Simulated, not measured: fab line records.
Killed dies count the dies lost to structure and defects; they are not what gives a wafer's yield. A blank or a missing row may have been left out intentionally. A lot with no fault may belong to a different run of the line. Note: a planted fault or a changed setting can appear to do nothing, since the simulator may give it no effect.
Matching of chambers    flow n5Finfet    4 sister chambers for N5_FIN_SAQP_SPACER2_ALD_28 on aldSin-01
The step deposits SiO2, target thk 8.1 nm, pulse time 1 s, purge time 2 s. 22 wafers are shown with their chamber, then 11 later ones without.

## WAFERS, EACH WITH ITS CHAMBER
wafer   chamber  heaterPowerW (W)  susceptorTempC (C)  precursorPulseHeightRel
L074.3  0        477               300.46              1.012
L074.4  1        464               299.92              1.039
L074.6  3        444               299.64              1.003
L075.3  0        493               299.48              1.029
L075.4  3        454               300.01              0.989
L075.5  1        460               300.01              0.982
L076.2  0        490               300.43              0.985
L076.5  3        467               300.13              0.991
L076.6  2        456               299.78              1.009
L078.2  0        483               300.40              1.027
L078.5  0        487               300.00              1.002
L078.6  1        457               299.74              0.986
L079.2  0        487               299.88              1.003
L079.3  1        470               299.54              0.961
L079.6  3        470               299.90              0.985
L084.1  3        473               300.09              1.005
L084.5  1        460               299.93              1.019
L084.6  0        475               300.06              0.981
L088.3  2        457               299.97              0.997
L088.4  1        459               300.10              1.007
L088.6  0        482               300.09              0.996
L089.2  2        464               300.27              0.998

SIGNATURES (averages over the wafers above)
reading                  chamber 0  chamber 1  chamber 2  chamber 3  scatter within a chamber
heaterPowerW             484.25     461.67     459.00     461.60     7.51
susceptorTempC           300.1000   299.8733   300.0067   299.9540   0.264
precursorPulseHeightRel  1.00438    0.99900    1.00133    0.99460    0.0191
Rule: a wafer's distance from a chamber is the root of the sum, over the readings, of the square of ((its reading less the chamber's mean) divided by the reading's scatter). If the next closest chamber is less than 2 further off than the closest, the wafer can't be placed; otherwise it belongs to the closest. How the scatter is found: for the shown wafers, subtract from each reading the mean of its chamber, square and add these, divide the total by (wafers less chambers), then take the root.

## WAFERS WITHOUT THEIR CHAMBER
wafer   heaterPowerW (W)  susceptorTempC (C)  precursorPulseHeightRel
L089.5  457               299.96              1.010
L089.6  463               300.09              0.970
L090.1  449               300.01              0.995
L090.5  451               299.79              0.980
L090.6  461               300.13              0.974
L092.1  476               300.12              0.988
L092.2  463               300.21              0.992
L092.4  458               299.92              0.994
L097.4  461               299.62              1.006
L097.5  485               300.04              0.995
L097.6  457               300.09              1.012

## WHICH CHAMBER EACH ONE RAN IN
wafer   from the rows above                in truth
L089.5  can't be placed: 2 or 1 or 3       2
L089.6  can't be placed: 3 or 1 or 2 or 0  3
L090.1  can't be placed: 2 or 3 or 1       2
L090.5  can't be placed: 3 or 2 or 1       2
L090.6  can't be placed: 3 or 2 or 1       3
L092.1  can't be placed: 0 or 3 or 1 or 2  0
L092.2  can't be placed: 3 or 2 or 1 or 0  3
L092.4  can't be placed: 3 or 2 or 1       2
L097.4  can't be placed: 1 or 3 or 2       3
L097.5  0                                  0
L097.6  can't be placed: 2 or 3 or 1       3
1 of 11 placed correctly. From these rows, 10 cannot be placed; in 10 the true chamber is one of the candidates. Placed wrongly: 0.
